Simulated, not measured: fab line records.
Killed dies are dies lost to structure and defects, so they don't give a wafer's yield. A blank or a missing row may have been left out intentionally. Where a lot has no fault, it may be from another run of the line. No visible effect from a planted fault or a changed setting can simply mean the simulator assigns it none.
Chamber matching | flow n5-finfet | N5_BEOL_M7_ETCH_65 on rie-diel-05 has 4 sister chambers
The step etches SiARC in CF4, target depth 15.6 nm, time 26 s. 8 wafers are shown with their chamber, then 7 later ones without.

## WAFERS PAIRED WITH THEIR CHAMBERS
wafer  | chamber | throttle-valve-pct (%) | showerhead-plenum-p-Torr (Torr)
L076.3 | 3       | 16.02                  | 2.22
L087.2 | 1       | 15.08                  | 2.18
L087.5 | 3       | 16.06                  | 2.21
L088.1 | 1       | 15.09                  | 2.18
L088.4 | 0       | 15.58                  | 2.03
L088.5 | 2       | 15.56                  | 2.06
L089.1 | 0       | 15.60                  | 2.03
L089.4 | 2       | 15.58                  | 2.06

## WAFERS WHOSE CHAMBER IS MISSING
wafer  | throttle-valve-pct (%) | showerhead-plenum-p-Torr (Torr)
L089.6 | 15.62                  | 2.03
L090.3 | 15.57                  | 2.06
L090.4 | 16.06                  | 2.21
L090.6 | 15.12                  | 2.18
L096.4 | 15.62                  | 2.03
L096.5 | 15.14                  | 2.17
L096.6 | 15.63                  | 2.03

## CHAMBER TAKEN BY EACH
wafer  | from the rows above | in truth
L089.6 | 0                   | 0
L090.3 | 2                   | 2
L090.4 | 3                   | 3
L090.6 | 1                   | 1
L096.4 | 0                   | 0
L096.5 | 1                   | 1
L096.6 | 0                   | 0
Correctly placed: 7 of 7. From these rows, 0 cannot be placed. Placed wrongly: 0.
How it was worked out, from the rows above alone: a wafer's distance from a chamber is the root of the sum, over the readings, of the square of ((its reading less the chamber's mean) divided by the reading's scatter). The wafer belongs to the nearest chamber; if the next one is less than 2 further off, it can't be placed. A chamber's mean is the mean of its shown wafers. The scatter is the square root of a quotient: the sum, over the shown wafers, of each reading's squared deviation from its chamber's mean, divided by wafers minus chambers.
